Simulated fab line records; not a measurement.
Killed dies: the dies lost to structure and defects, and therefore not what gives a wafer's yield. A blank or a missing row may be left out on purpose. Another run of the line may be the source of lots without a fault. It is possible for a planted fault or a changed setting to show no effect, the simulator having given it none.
The tool behind it: which one? + flow nand harc + 23 lots with 69 wafers sampled at 6 steps, on a route of 1302 steps

## WHAT THE GAUGES READ, wafer by wafer
No reading from a measuring or inspecting step in the record can be judged against a usual standard deviation.

## EACH LOT AND THE TOOL THAT RAN IT (in order: tool; ch and the chambers of the sampled wafers; start)
| lot  | NHARC_A_CHANNEL_HOLE_D2_ETCH_44    | NHARC_A_CHANNEL_FILL_D2_ALD_03                 | NHARC_A_CHANNEL_FILL_D2_ALD_16   | NHARC_A_CHANNEL_FILL_D2_CMP_10 | NHARC_A_STAIRCASE_TRIM_12          | NHARC_A_STAIRCASE_TRIM_18      |
|------|------------------------------------|------------------------------------------------|----------------------------------|--------------------------------|------------------------------------|--------------------------------|
| L074 | rie diel-03 ch 0,1,3, day 13 10:28 | ald sin batch-03 ch 0, day 14 02:19 or earlier | ald hk-03 ch 2,3, day 14 02:19   | cmp-03 ch 1,2, day 15 13:45    | rie diel-12 ch 1,2,3, day 15 18:04 | rie diel-12 ch 2,3, no start   |
| L076 | rie diel-02 ch 0,1, day 14 10:14   | ald sin batch-01 ch 0, day 15 00:09 or earlier | ald hk-02 ch 0,1,2, day 15 00:09 | cmp-02 ch 1,3, day 16 11:26    | rie diel-09 ch 1,2, day 16 14:59   | rie diel-09 ch 0,1,2, no start |
| L077 | rie diel-03 ch 1,2,3, day 14 15:16 | ald sin batch-01 ch 0, day 15 04:38 or earlier | ald hk-01 ch 0,2,3, day 15 04:38 | cmp-02 ch 0,1,2, day 16 17:06  | rie diel-06 ch 1,2, day 16 21:01   | rie diel-06 ch 0,1,3, no start |
| L078 | rie diel-03 ch 0,1, day 14 21:50   | ald sin batch-01 ch 0, day 15 11:20 or earlier | ald hk-03 ch 1,2, day 15 11:20   | cmp-04 ch 1,2,3, day 16 23:25  | rie diel-12 ch 0,1, day 17 02:59   | rie diel-12 ch 0,2,3, no start |
| L079 | rie diel-11 ch 2,3, day 15 11:18   | ald sin batch-01 ch 0, day 16 00:48 or earlier | ald hk-01 ch 1,3, day 16 00:48   | cmp-04 ch 0,2, day 17 13:16    | rie diel-12 ch 1,2, day 17 16:53   | rie diel-12 ch 1,2, no start   |
| L081 | rie diel-02 ch 1,2,3, day 16 07:26 | ald sin batch-01 ch 0, day 16 21:11 or earlier | ald hk-03 ch 0,1, day 16 21:11   | cmp-04 ch 1,2,3, day 18 09:07  | rie diel-12 ch 0,1,2, day 18 12:41 | rie diel-12 ch 0,3, no start   |
| L075 | rie diel-11 ch 1,2,3, day 16 07:43 | ald sin batch-01 ch 0, day 16 21:21 or earlier | ald hk-03 ch 0,2,3, day 16 21:21 | cmp-02 ch 0,1,2, day 18 09:07  | rie diel-06 ch 0,2,3, day 18 12:50 | rie diel-06 ch 0,1,2, no start |
| L080 | rie diel-03 ch 1,2,3, day 16 12:15 | ald sin batch-01 ch 0, day 17 01:41 or earlier | ald hk-03 ch 0,1,3, day 17 01:41 | cmp-02 ch 1,2, day 18 19:22    | rie diel-09 ch 0,2, day 18 22:56   | rie diel-09 ch 1,3, no start   |
| L082 | rie diel-02 ch 0,1,2, day 16 15:46 | ald sin batch-02 ch 0, day 17 05:05 or earlier | ald hk-03 ch 1,2,3, day 17 05:05 | cmp-03 ch 0,2,3, day 18 16:07  | rie diel-09 ch 0,2,3, day 18 19:46 | rie diel-09 ch 0,2,3, no start |
| L083 | rie diel-02 ch 1,2,3, day 17 02:08 | ald sin batch-01 ch 0, day 17 17:35 or earlier | ald hk-03 ch 0,1,2, day 17 17:35 | cmp-02 ch 0,2,3, day 19 04:59  | rie diel-09 ch 0,1,3, day 19 09:17 | rie diel-09 ch 2,3, no start   |
| L084 | rie diel-03 ch 0,3, day 17 06:17   | ald sin batch-03 ch 0, day 17 17:35 or earlier | ald hk-02 ch 0,1, day 17 17:35   | cmp-03 ch 1,2, day 19 04:58    | rie diel-06 ch 0,1,3, day 19 08:27 | rie diel-06 ch 1,2,3, no start |
| L085 | rie diel-02 ch 0,1,2, day 18 04:38 | ald sin batch-02 ch 0, day 18 20:11 or earlier | ald hk-01 ch 0,1,2, day 18 20:11 | cmp-04 ch 0,1,3, day 20 07:38  | rie diel-06 ch 0,2, day 20 10:56   | rie diel-06 ch 0,2, no start   |
| L086 | rie diel-03 ch 0,3, day 18 05:31   | ald sin batch-02 ch 0, day 18 20:23 or earlier | ald hk-01 ch 0,1,2, day 18 20:23 | cmp-02 ch 1,3, day 20 07:37    | rie diel-09 ch 1,2,3, day 20 11:31 | rie diel-09 ch 0,2,3, no start |
| L087 | rie diel-02 ch 1,2, day 19 11:40   | ald sin batch-01 ch 0, day 20 01:08 or earlier | ald hk-02 ch 0,2, day 20 01:08   | cmp-04 ch 1,2, day 21 12:20    | rie diel-12 ch 0,2, day 21 15:50   | rie diel-12 ch 0,1, no start   |
| L090 | rie diel-03 ch 1,3, day 19 16:43   | ald sin batch-01 ch 0, day 20 06:07 or earlier | ald hk-01 ch 2,3, day 20 06:07   | cmp-03 ch 0,1,2, day 21 21:06  | rie diel-09 ch 2,3, day 22 02:51   | rie diel-09 ch 0,3, no start   |
| L089 | rie diel-02 ch 0,1,3, day 19 19:50 | ald sin batch-03 ch 0, day 20 09:17 or earlier | ald hk-01 ch 2,3, day 20 09:17   | cmp-04 ch 1,2, day 21 21:04    | rie diel-09 ch 1,3, day 22 02:46   | rie diel-09 ch 0,2, no start   |
| L088 | rie diel-11 ch 1,2,3, day 19 20:53 | ald sin batch-03 ch 0, day 20 09:20 or earlier | ald hk-02 ch 0,2,3, day 20 09:20 | cmp-02 ch 2,3, day 21 21:06    | rie diel-09 ch 0,1,3, day 22 02:43 | rie diel-09 ch 0,1,2, no start |
| L092 | rie diel-02 ch 1,2,3, day 20 09:59 | ald sin batch-02 ch 0, day 21 00:01 or earlier | ald hk-02 ch 0,2,3, day 21 00:01 | cmp-02 ch 0,2,3, day 22 10:47  | rie diel-12 ch 1,2,3, day 22 14:37 | rie diel-12 ch 0,2,3, no start |
| L091 | rie diel-11 ch 1,3, day 20 10:41   | ald sin batch-02 ch 0, day 21 00:00 or earlier | ald hk-03 ch 0,1, day 21 00:00   | cmp-03 ch 0,1,3, day 22 10:47  | rie diel-12 ch 0,2, day 22 14:57   | rie diel-12 ch 0,2,3, no start |
| L093 | rie diel-02 ch 0,2, day 21 03:17   | ald sin batch-03 ch 0, day 21 18:04 or earlier | ald hk-02 ch 0,3, day 21 18:04   | cmp-04 ch 0,2,3, day 23 06:38  | rie diel-09 ch 2,3, day 23 10:08   | rie diel-09 ch 1,2, no start   |
| L094 | rie diel-11 ch 0,3, day 22 00:57   | ald sin batch-02 ch 0, day 22 14:35 or earlier | ald hk-02 ch 0,1, day 22 14:35   | cmp-02 ch 2,3, day 24 01:56    | rie diel-09 ch 2,3, day 24 05:31   | rie diel-09 ch 2,3, no start   |
| L096 | rie diel-11 ch 0,1,2, day 22 05:06 | ald sin batch-03 ch 0, day 22 19:52 or earlier | ald hk-02 ch 1,2, day 22 19:52   | cmp-04 ch 0,3, day 24 07:17    | rie diel-12 ch 1,2,3, day 24 10:50 | rie diel-12 ch 1,2, no start   |
| L097 | rie diel-03 ch 0,1,3, day 22 14:59 | ald sin batch-03 ch 0, day 23 05:31 or earlier | ald hk-03 ch 2,3, day 23 05:31   | cmp-04 ch 1,3, day 24 14:13    | rie diel-09 ch 0,1,2, day 24 18:20 | rie diel-09 ch 0,2,3, no start |
- NHARC_A_CHANNEL_HOLE_D2_ETCH_44: etches the open film in CF4/O2, target depth 140 nm, overetch 14 nm, time 77 s.
- NHARC_A_CHANNEL_FILL_D2_ALD_03: deposits SiNx, target thk 6 nm, pulse time 60 s, ald cycles 58.
- NHARC_A_CHANNEL_FILL_D2_ALD_16: deposits SiO2, target thk 1.5 nm, pulse time 10 s, ald cycles 15.
- NHARC_A_CHANNEL_FILL_D2_CMP_10: polishes, target thk 150 nm.
- NHARC_A_STAIRCASE_TRIM_12: chemistry O2, time 211.2 s.
- NHARC_A_STAIRCASE_TRIM_18: chemistry O2, time 211.2 s.

## WHAT THE TOOLS THEMSELVES READ (means of the sampled wafers that have a number; where no wafer has one, the mark that the record gives instead)
NHARC_A_CHANNEL_HOLE_D2_ETCH_44. Usual: value, then standard deviation, for each; bias w 100.05 W / 0.27; drypump motor current A 5.8 A / 0.42; o2 flow sccm 20.00 sccm / 0.057; oes product au 1.001 a.u. / 0.0091; rf vpp V 198.5 V / 1.3; showerhead plenum p Torr 1.37 Torr / 0.048; throttle valve pct 13.398 % / 0.0086.
| lot  | tool        | bias w (W) | drypump motor current A (A) | o2 flow sccm (sccm) | oes product au (a.u.) | rf vpp V (V) | showerhead plenum p Torr (Torr) | throttle valve pct (%) | flag |
|------|-------------|------------|-----------------------------|---------------------|-----------------------|--------------|---------------------------------|------------------------|------|
| L074 | rie diel-03 | 100.14     | 5.6                         | 20.00               | 1.006                 | 199.5        | 1.41                            | 13.393                 |      |
| L076 | rie diel-02 | 100.11     | 6.0                         | 19.93               | 1.010                 | 198.6        | 1.38                            | 13.404                 |      |
| L077 | rie diel-03 | 99.91      | 5.7                         | 19.96               | 1.004                 | 197.0        | 1.35                            | 13.408                 |      |
| L078 | rie diel-03 | 100.08     | 5.6                         | 20.05               | 1.004                 | 199.9        | 1.42                            | 13.395                 |      |
| L079 | rie diel-11 | 99.96      | 6.2                         | 20.02               | 0.998                 | 198.2        | 1.33                            | 13.393                 |      |
| L081 | rie diel-02 | 99.70      | 6.1                         | 20.02               | 1.008                 | 197.5        | 1.36                            | 13.395                 |      |
| L075 | rie diel-11 | 100.25     | 5.7                         | 19.99               | 1.001                 | 198.3        | 1.35                            | 13.389                 |      |
| L080 | rie diel-03 | 99.92      | 5.7                         | 20.05               | 0.997                 | 198.4        | 1.35                            | 13.401                 |      |
| L082 | rie diel-02 | 100.14     | 6.1                         | 19.94               | 1.008                 | 199.1        | 1.38                            | 13.392                 |      |
| L083 | rie diel-02 | 99.83      | 6.1                         | 20.00               | 1.015                 | 199.3        | 1.36                            | 13.397                 |      |
| L084 | rie diel-03 | 100.12     | 5.3                         | 19.98               | 0.997                 | 199.4        | 1.42                            | 13.399                 |      |
| L085 | rie diel-02 | 99.77      | 6.1                         | 19.99               | 1.002                 | 198.8        | 1.38                            | 13.395                 |      |
| L086 | rie diel-03 | 100.02     | 5.6                         | 19.99               | 0.997                 | 200.5        | 1.40                            | 13.398                 |      |
| L087 | rie diel-02 | 100.15     | 6.1                         | 20.01               | 1.007                 | 198.1        | 1.37                            | 13.406                 |      |
| L090 | rie diel-03 | 100.23     | 5.9                         | 19.92               | 1.009                 | 198.5        | 1.40                            | 13.409                 |      |
| L089 | rie diel-02 | 100.12     | 6.1                         | 20.03               | 1.000                 | 198.3        | 1.36                            | 13.396                 |      |
| L088 | rie diel-11 | 100.01     | 5.7                         | 20.02               | 0.990                 | 198.1        | 1.35                            | 13.405                 |      |
| L092 | rie diel-02 | 100.18     | 6.1                         | 19.99               | 1.008                 | 198.2        | 1.36                            | 13.405                 |      |
| L091 | rie diel-11 | 100.20     | 6.0                         | 19.99               | 0.986                 | 198.3        | 1.33                            | 13.395                 |      |
| L093 | rie diel-02 | 100.34     | 6.0                         | 20.02               | 1.003                 | 199.1        | 1.40                            | 13.400                 |      |
| L094 | rie diel-11 | 100.10     | 6.0                         | 20.00               | 0.996                 | 196.9        | 1.29                            | 13.401                 |      |
| L096 | rie diel-11 | 100.17     | 5.5                         | 19.97               | 0.995                 | 197.4        | 1.34                            | 13.403                 |      |
| L097 | rie diel-03 | 99.93      | 5.6                         | 20.02               | 1.001                 | 200.9        | 1.41                            | 13.391                 |      |

NHARC_A_CHANNEL_FILL_D2_ALD_03. Usual: 1.000 for precursor pulse height rel, sd 0.021.
| lot  | tool             | precursor pulse height rel | flag |
|------|------------------|----------------------------|------|
| L074 | ald sin batch-03 | 1.005                      |      |
| L076 | ald sin batch-01 | 1.000                      |      |
| L077 | ald sin batch-01 | 1.022                      |      |
| L078 | ald sin batch-01 | 0.996                      |      |
| L079 | ald sin batch-01 | 0.987                      |      |
| L081 | ald sin batch-01 | 0.977                      |      |
| L075 | ald sin batch-01 | 0.997                      |      |
| L080 | ald sin batch-01 | 0.991                      |      |
| L082 | ald sin batch-02 | 1.004                      |      |
| L083 | ald sin batch-01 | 0.995                      |      |
| L084 | ald sin batch-03 | 0.982                      |      |
| L085 | ald sin batch-02 | 0.997                      |      |
| L086 | ald sin batch-02 | 0.986                      |      |
| L087 | ald sin batch-01 | 1.000                      |      |
| L090 | ald sin batch-01 | 0.990                      |      |
| L089 | ald sin batch-03 | 1.005                      |      |
| L088 | ald sin batch-03 | 0.995                      |      |
| L092 | ald sin batch-02 | 0.999                      |      |
| L091 | ald sin batch-02 | 1.004                      |      |
| L093 | ald sin batch-03 | 1.003                      |      |
| L094 | ald sin batch-02 | 0.990                      |      |
| L096 | ald sin batch-03 | 1.011                      |      |
| L097 | ald sin batch-03 | 1.022                      |      |

NHARC_A_CHANNEL_FILL_D2_ALD_16. Usual: heater power w 437 W, standard deviation 50; precursor pulse height rel 0.996, standard deviation 0.022.
| lot  | tool      | heater power w (W) | precursor pulse height rel | flag |
|------|-----------|--------------------|----------------------------|------|
| L074 | ald hk-03 | 456                | 1.012                      |      |
| L076 | ald hk-02 | 429                | 0.999                      |      |
| L077 | ald hk-01 | 413                | 0.989                      |      |
| L078 | ald hk-03 | 481                | 0.995                      |      |
| L079 | ald hk-01 | 379                | 0.997                      |      |
| L081 | ald hk-03 | 491                | 0.988                      |      |
| L075 | ald hk-03 | 459                | 0.994                      |      |
| L080 | ald hk-03 | 480                | 0.972                      |      |
| L082 | ald hk-03 | 468                | 0.987                      |      |
| L083 | ald hk-03 | 489                | 1.021                      |      |
| L084 | ald hk-02 | 361                | 0.980                      |      |
| L085 | ald hk-01 | 393                | 1.013                      |      |
| L086 | ald hk-01 | 396                | 0.993                      |      |
| L087 | ald hk-02 | 435                | 1.006                      |      |
| L090 | ald hk-01 | 423                | 0.989                      |      |
| L089 | ald hk-01 | 394                | 1.010                      |      |
| L088 | ald hk-02 | 452                | 0.988                      |      |
| L092 | ald hk-02 | 456                | 0.991                      |      |
| L091 | ald hk-03 | 475                | 1.012                      |      |
| L093 | ald hk-02 | 441                | 1.005                      |      |
| L094 | ald hk-02 | 359                | 1.008                      |      |
| L096 | ald hk-02 | 379                | 0.987                      |      |
| L097 | ald hk-03 | 458                | 0.986                      |      |

NHARC_A_CHANNEL_FILL_D2_CMP_10. Usual: motor current A 11.7 A, standard deviation 1.3; time to endpoint s 14.8 s, standard deviation 2.4.
| lot  | tool   | motor current A (A) | time to endpoint s (s) | flag |
|------|--------|---------------------|------------------------|------|
| L074 | cmp-03 | 10.6                | 17.0                   |      |
| L076 | cmp-02 | 11.6                | 12.6                   |      |
| L077 | cmp-02 | 12.2                | 16.4                   |      |
| L078 | cmp-04 | 10.6                | 10.2                   |      |
| L079 | cmp-04 | 11.5                | 12.9                   |      |
| L081 | cmp-04 | 10.8                | 16.5                   |      |
| L075 | cmp-02 | 12.5                | 15.1                   |      |
| L080 | cmp-02 | 12.6                | 15.3                   |      |
| L082 | cmp-03 | 12.1                | 16.6                   |      |
| L083 | cmp-02 | 11.7                | 14.4                   |      |
| L084 | cmp-03 | 10.8                | 13.6                   |      |
| L085 | cmp-04 | 12.7                | 17.6                   |      |
| L086 | cmp-02 | 12.2                | 14.7                   |      |
| L087 | cmp-04 | 10.5                | 13.8                   |      |
| L090 | cmp-03 | 11.8                | 16.2                   |      |
| L089 | cmp-04 | 10.9                | 12.1                   |      |
| L088 | cmp-02 | 11.6                | 14.2                   |      |
| L092 | cmp-02 | 11.4                | 14.3                   |      |
| L091 | cmp-03 | 12.4                | 17.9                   |      |
| L093 | cmp-04 | 12.0                | 15.3                   |      |
| L094 | cmp-02 | 11.4                | 15.7                   |      |
| L096 | cmp-04 | 11.8                | 14.4                   |      |
| L097 | cmp-04 | 11.3                | 13.7                   |      |

NHARC_A_STAIRCASE_TRIM_12. Usual: drypump motor current A 5.9 A, standard deviation 0.47; o2 flow sccm 500.1 sccm, standard deviation 1.6; oes product au 1.000 a.u., standard deviation 0.0096; rf vpp V 57.8 V, standard deviation 0.96; showerhead plenum p Torr 3.53 Torr, standard deviation 0.2; throttle valve pct 17.036 %, standard deviation 0.0089.
| lot  | tool        | drypump motor current A (A) | o2 flow sccm (sccm) | oes product au (a.u.) | rf vpp V (V) | showerhead plenum p Torr (Torr) | throttle valve pct (%) | flag |
|------|-------------|-----------------------------|---------------------|-----------------------|--------------|---------------------------------|------------------------|------|
| L074 | rie diel-12 | 6.0                         | 500.2               | 1.001                 | 57.1         | 3.33                            | 17.046                 |      |
| L076 | rie diel-09 | 5.9                         | 501.0               | 0.998                 | 57.8         | 3.45                            | 17.032                 |      |
| L077 | rie diel-06 | 5.1                         | 500.2               | 0.999                 | 57.6         | 3.67                            | 17.031                 |      |
| L078 | rie diel-12 | 6.4                         | 499.4               | 1.003                 | 57.6         | 3.51                            | 17.038                 |      |
| L079 | rie diel-12 | 6.2                         | 500.6               | 0.992                 | 56.8         | 3.34                            | 17.032                 |      |
| L081 | rie diel-12 | 6.1                         | 499.9               | 0.996                 | 58.0         | 3.43                            | 17.040                 |      |
| L075 | rie diel-06 | 5.2                         | 501.3               | 1.000                 | 57.8         | 3.38                            | 17.041                 |      |
| L080 | rie diel-09 | 5.7                         | 499.9               | 0.989                 | 57.8         | 3.45                            | 17.042                 |      |
| L082 | rie diel-09 | 5.9                         | 500.7               | 0.987                 | 57.3         | 3.61                            | 17.033                 |      |
| L083 | rie diel-09 | 6.1                         | 500.0               | 1.000                 | 58.0         | 3.75                            | 17.035                 |      |
| L084 | rie diel-06 | 5.3                         | 500.4               | 0.988                 | 57.4         | 3.47                            | 17.032                 |      |
| L085 | rie diel-06 | 5.1                         | 499.8               | 1.003                 | 57.8         | 3.42                            | 17.035                 |      |
| L086 | rie diel-09 | 6.1                         | 500.1               | 0.988                 | 58.1         | 3.59                            | 17.049                 |      |
| L087 | rie diel-12 | 5.7                         | 499.6               | 1.001                 | 57.7         | 3.42                            | 17.036                 |      |
| L090 | rie diel-09 | 5.8                         | 499.1               | 1.004                 | 58.0         | 3.44                            | 17.034                 |      |
| L089 | rie diel-09 | 6.3                         | 498.0               | 1.005                 | 57.9         | 3.74                            | 17.039                 |      |
| L088 | rie diel-09 | 6.1                         | 501.1               | 1.004                 | 57.4         | 3.74                            | 17.032                 |      |
| L092 | rie diel-12 | 6.0                         | 501.7               | 1.008                 | 57.0         | 3.48                            | 17.038                 |      |
| L091 | rie diel-12 | 5.7                         | 499.3               | 1.001                 | 58.2         | 3.41                            | 17.034                 |      |
| L093 | rie diel-09 | 6.0                         | 501.8               | 0.997                 | 57.5         | 3.59                            | 17.034                 |      |
| L094 | rie diel-09 | 5.8                         | 499.5               | 0.997                 | 57.7         | 3.43                            | 17.042                 |      |
| L096 | rie diel-12 | 5.9                         | 500.3               | 1.008                 | 57.3         | 3.47                            | 17.044                 |      |
| L097 | rie diel-09 | 5.9                         | 499.7               | 0.998                 | 59.0         | 3.58                            | 17.037                 |      |

NHARC_A_STAIRCASE_TRIM_18. Usual: drypump motor current A 5.9 A, standard deviation 0.45; o2 flow sccm 500.0 sccm, standard deviation 1.5; oes product au 1.001 a.u., standard deviation 0.01; rf vpp V 57.9 V, standard deviation 0.9; showerhead plenum p Torr 3.55 Torr, standard deviation 0.2; throttle valve pct 17.037 %, standard deviation 0.0095.
| lot  | tool        | drypump motor current A (A) | o2 flow sccm (sccm) | oes product au (a.u.) | rf vpp V (V) | showerhead plenum p Torr (Torr) | throttle valve pct (%) | flag |
|------|-------------|-----------------------------|---------------------|-----------------------|--------------|---------------------------------|------------------------|------|
| L074 | rie diel-12 | 5.6                         | 501.3               | 0.999                 | 57.0         | 3.33                            | 17.030                 |      |
| L076 | rie diel-09 | 5.9                         | 499.6               | 0.995                 | 57.4         | 3.61                            | 17.031                 |      |
| L077 | rie diel-06 | 5.3                         | 499.1               | 1.006                 | 57.7         | 3.48                            | 17.043                 |      |
| L078 | rie diel-12 | 5.8                         | 499.9               | 1.006                 | 57.6         | 3.41                            | 17.040                 |      |
| L079 | rie diel-12 | 6.2                         | 499.7               | 1.001                 | 57.0         | 3.34                            | 17.037                 |      |
| L081 | rie diel-12 | 6.0                         | 501.0               | 1.009                 | 57.2         | 3.38                            | 17.038                 |      |
| L075 | rie diel-06 | 5.2                         | 501.2               | 0.994                 | 57.4         | 3.53                            | 17.041                 |      |
| L080 | rie diel-09 | 6.3                         | 499.1               | 0.998                 | 58.0         | 3.74                            | 17.032                 |      |
| L082 | rie diel-09 | 5.9                         | 501.3               | 0.996                 | 58.5         | 3.61                            | 17.033                 |      |
| L083 | rie diel-09 | 5.8                         | 498.2               | 0.983                 | 57.1         | 3.45                            | 17.047                 |      |
| L084 | rie diel-06 | 5.2                         | 499.7               | 1.000                 | 57.7         | 3.51                            | 17.028                 |      |
| L085 | rie diel-06 | 5.2                         | 500.2               | 0.990                 | 57.9         | 3.39                            | 17.035                 |      |
| L086 | rie diel-09 | 5.9                         | 500.5               | 0.992                 | 58.8         | 3.60                            | 17.044                 |      |
| L087 | rie diel-12 | 6.4                         | 498.1               | 1.001                 | 57.7         | 3.49                            | 17.048                 |      |
| L090 | rie diel-09 | 6.2                         | 499.0               | 1.003                 | 58.1         | 3.75                            | 17.033                 |      |
| L089 | rie diel-09 | 5.8                         | 500.1               | 1.006                 | 57.7         | 3.60                            | 17.043                 |      |
| L088 | rie diel-09 | 5.9                         | 500.2               | 1.005                 | 58.0         | 3.59                            | 17.027                 |      |
| L092 | rie diel-12 | 5.9                         | 500.9               | 1.000                 | 57.2         | 3.57                            | 17.046                 |      |
| L091 | rie diel-12 | 5.8                         | 500.5               | 1.011                 | 58.4         | 3.57                            | 17.037                 |      |
| L093 | rie diel-09 | 6.1                         | 499.7               | 0.994                 | 58.4         | 3.57                            | 17.040                 |      |
| L094 | rie diel-09 | 5.8                         | 499.8               | 0.999                 | 57.6         | 3.43                            | 17.032                 |      |
| L096 | rie diel-12 | 6.2                         | 499.6               | 1.015                 | 56.8         | 3.31                            | 17.032                 |      |
| L097 | rie diel-09 | 5.9                         | 497.4               | 1.007                 | 57.4         | 3.58                            | 17.040                 |      |

## THE ANSWER, worked out from the rows above alone
Rule: a lot counts as off when the mean over its wafers that have a number is more than 3 standard deviations away from the usual mean. Also off: a lot with no number at a reading for which 4 or more lots have one. All remaining lots with rows at the step are treated as sound. Order of review: gauges by route order, followed by the tools' own readings, for which a lot's mean as printed above is used. The first step at which some lot is off is used, and at that step the reading that is off furthest; a lot without a number counts as furthest.
Across all readings shown, no lot is off: no conclusion can be drawn from this.

## WHAT THE SIMULATOR HAD PUT IN
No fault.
